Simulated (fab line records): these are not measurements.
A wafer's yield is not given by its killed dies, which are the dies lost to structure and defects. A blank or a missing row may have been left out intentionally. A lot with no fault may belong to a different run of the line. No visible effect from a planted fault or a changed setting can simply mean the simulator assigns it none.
A single fault, viewed from 2 desks    flow n5-finfet    what lay behind the numbers comes last; until then each desk has only its own

AT THE TOOL OWNER'S DESK: pecvd-04
The tool's own readings at N5_PASSIVATION_PECVD_53 (deposits SiO2 from TEOS/O2, target thk 800 nm, time 169.4 s): means of the sampled wafers that have a number, for each lot that ran on this tool. The brackets show how far a lot's mean lies from the usual mean; more than 4 standard deviations puts the lot out of limits, marked OUT.
Columns: A = run-length-s at N5_PASSIVATION_PECVD_53, usual 197.0 s
lot   first seen here  A
L668  day 12 14:02     176.5 (-28) OUT
L670  day 12 21:16     183.4 (-19) OUT
L683  day 16 06:14     196.6
L682  day 16 16:07     197.2
L684  day 17 00:04     197.1
L685  day 17 18:07     196.5
L686  day 18 10:11     197.4
L687  day 18 10:34     197.3
This desk's verdict: out of limits on L668, L670, starting with L668 at day 12 14:02 (run-length-s at N5_PASSIVATION_PECVD_53). Within limits: L683, L682, L684, L685, L686, L687.

FROM THE METROLOGY DESK
Means of the sampled wafers that have a number, per lot and without regard to the tool the lot ran on: this is what the gauges read. The brackets show how far a lot's mean lies from the usual mean; more than 4 standard deviations puts the lot out of limits, marked OUT.
Columns: A = PAD_OVL at N5_PASSIVATION_OVL_MEAS_63, usual -2 nm
lot   first seen here  A
L664  day 11 19:22     2
L668  day 12 12:06     -4
L670  day 12 20:06     1
L674  day 14 16:29     -6
L681  day 15 14:15     -2
L683  day 16 04:56     -2
L682  day 16 14:53     2
L684  day 16 22:53     -7
L685  day 17 16:51     -1
L686  day 18 09:01     4
L687  day 18 09:22     3
Result from this desk: across the 11 lots, nothing is out of limits.

ALL TOGETHER
An alarm could have come from the tool owner's desk at day 12 14:02, on L668, L670.
Nothing out of limits was seen by the metrology desk.
The metrology desk has L668, L670 on record, within its limits.
On pecvd-04, each named lot ran N5_PASSIVATION_PECVD_53.

WHAT THE SIMULATOR HAD PUT IN
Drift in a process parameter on pecvd-04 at N5_PASSIVATION_PECVD_53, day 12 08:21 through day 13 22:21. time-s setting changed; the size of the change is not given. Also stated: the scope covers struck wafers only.
Shown lots that were struck: L668, L670.
How many hours passed from the start of the fault until each desk's first out-of-limits reading: the tool owner's desk, 6.
